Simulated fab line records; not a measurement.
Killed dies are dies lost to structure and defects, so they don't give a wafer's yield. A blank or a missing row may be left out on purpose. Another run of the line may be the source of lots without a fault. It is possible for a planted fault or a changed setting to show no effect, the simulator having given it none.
Struck lot and sound lot, side by side || flow n5 finfet || 20 steps out of a route of 1938
Sound: wafers L727.2, L727.3, L727.5. The struck wafers were L736.3, L736.4, L736.5. The cause is named last.
Order at every step that has rows: each side's tool, ch and its chambers, its first start. Under that, the readings that differ: sound wafers || struck wafers || difference of the means || sigmas: that difference in standard deviations of wafers without a fault.
alike: readings with means less than 2 such deviations apart, plus words and numbers identical on both sides. not compared: withheld readings, readings lacking a value on some wafer, bounds such as >300 that could conceal the same value, and numbers that have no deviation in the record and whose values overlap.
Wherever a step has rows on one side only, a row that says differs or no value, or a row with sigmas, the two part there. Non-overlapping numbers with no deviation appear without sigmas and do not part them. A reading that every wafer of one side lacks parts them only if that side has two wafers or more.

first, 6 steps without rows for these wafers: N5_BEOL_M5_COAT_05 (resist thk 30 nm); N5_BEOL_M5_EBR_07; N5_BEOL_M5_SOFTBAKE_06 (time 60 s); N5_BEOL_M5_EXPOSE_08 (exposes mask M5, target cd 28 nm); N5_BEOL_M5_PEB_09 (peb time 60 s); N5_BEOL_M5_DEVELOP_10 (develop time 30 s).
N5_BEOL_M5_CD_MEAS_11: the cd target is 27.74 nm.
  sound on cd sem-02 ch 0, day 11 00:50; struck on cd sem-01 ch 0, day 12 19:01
  alike: cd nm
N5_BEOL_M5_OVL_MEAS_12:
  sound on overlay-02 ch 0, day 11 00:52; struck on overlay-01 ch 0, day 12 19:04
  alike: M5_OVL
N5_BEOL_M5_INSPECT_13: inspects for defects (brightfield).
  sound: defect inspect-02 at day 11 00:56; struck: defect inspect-01 at day 12 19:06
  alike: raw defect count
N5_BEOL_M5_DESCUM_16: chemistry O2, time 7 s.
  sound on rie diel-02 ch 0,1,2, day 11 00:58; struck on rie diel-02 ch 0,1,3, day 12 19:16
  alike: bias power w, drypump motor current A, oes product au, rf vpp V, showerhead plenum p Torr, throttle valve pct
  not compared: rf hours counter h
N5_BEOL_M5_ETCH_72: etches underlayer in N2/H2, target depth 6.5 nm, time 5.2 s.
  sound on rie diel-02 ch 0,1,2, day 11 00:59; struck on rie diel-02 ch 0,1,3, day 12 19:18
  alike: bias w, chamber pressure mTorr, drypump motor current A, etch rf on time s, n2 flow sccm, oes product au, rf vpp V, showerhead plenum p Torr, throttle valve pct
  not compared: rf hours counter h
N5_BEOL_M5_ETCH_61: etches SiARC in CF4, target depth 15.6 nm, time 26 s.
  sound on rie diel-02 ch 0,1,2, day 11 01:01; struck on rie diel-02 ch 0,1,3, day 12 19:19
  alike: bias w, cf4 flow sccm, drypump motor current A, etch rf on time s, oes product au, rf vpp V, showerhead plenum p Torr, throttle valve pct
  not compared: rf hours counter h
N5_BEOL_M5_ETCH_62: etches SOC in N2/H2, target depth 75 nm, overetch 15 nm, time 112.5 s.
  sound on rie diel-02 ch 0,1,2, day 11 01:02; struck on rie diel-02 ch 0,1,3, day 12 19:21
  no value came back on the struck wafers for any of 8 readings (bias w (W), chamber pressure mTorr (mTorr) and others); on the sound wafers bias w (W) reads 149.9 149.8 149.7
{"reading": "model.SiARC_of_BEOL_M5_COAT_60.thk nm (nm)", "sound": "6.8 7.2 6.4", "struck": "12 12 12", "difference": "+5", "sigmas": ""}
{"reading": "model.underlayer_of_BEOL_M5_COAT_71.thk nm (nm)", "sound": "0 0 0", "struck": "5 5 5", "difference": "+5", "sigmas": ""}
  not compared: rf hours counter h
then, 2 steps without rows for these wafers: N5_BEOL_M5_STRIP_63 (strips in N2/H2); N5_BEOL_M5_STRIP_73 (strips in N2/H2).
N5_BEOL_M5_STRIP_64: strips in CF4.
  sound on rie diel-02 ch 0,1,2, day 11 01:10; struck on rie diel-02 ch 0,1,3, day 12 19:28
  alike: bias power w, drypump motor current A, oes product au, rf vpp V, showerhead plenum p Torr, throttle valve pct
  not compared: rf hours counter h
N5_BEOL_M5_HM_OPEN_17: chemistry Cl2/BCl3, target TiN, target depth 20 nm, overetch 6 nm.
  sound on rie metal-02 ch 0, day 11 01:14; struck on rie metal-02 ch 0,1, day 12 19:32
{"reading": "oes product au (a.u.)", "sound": "0.68 0.69 0.70", "struck": "0.30 0.31 0.30", "difference": -0.39, "sigmas": -9}
{"reading": "throttle valve pct (%)", "sound": "21.85 21.84 21.82", "struck": "22.52 22.74 22.75", "difference": "+0.83", "sigmas": "+4"}
  alike: drypump motor current A, he backside leak sccm, oes_ar_750_au
  not compared: rf hours counter h
N5_BEOL_M5_STRIP_19: strips in O2.
  sound on rie diel-06 ch 0,1, day 11 01:25; struck on rie diel-03 ch 2,3, day 12 19:55
{"reading": "oes product au (a.u.)", "sound": "0.84 0.91 0.91", "struck": "0.72 0.65 0.73", "difference": -0.19, "sigmas": -3}
{"reading": "throttle valve pct (%)", "sound": "16.64 16.50 16.50", "struck": "16.99 17.02 16.99", "difference": "+0.45", "sigmas": "+3"}
  alike: drypump motor current A, rf vpp V, showerhead plenum p Torr
  not compared: rf hours counter h
N5_BEOL_M5_CD_MEAS_18: pitch 56 nm, target cd 28 nm.
  sound: cd sem-02 at day 11 01:29; struck: cd sem-01 at day 12 19:59
{"reading": "cd nm (nm)", "sound": "27.6 27.7 28.2", "struck": "- - -", "difference": "no value on the struck wafers", "sigmas": ""}
then, 1 step without rows for these wafers: N5_BEOL_M5_COAT_65 (time 60 s, resist thk 60 nm).

## WHERE THEY PART
First at N5_BEOL_M5_ETCH_62; last, within this record, at N5_BEOL_M5_CD_MEAS_18.

WHY: what the simulator had put in
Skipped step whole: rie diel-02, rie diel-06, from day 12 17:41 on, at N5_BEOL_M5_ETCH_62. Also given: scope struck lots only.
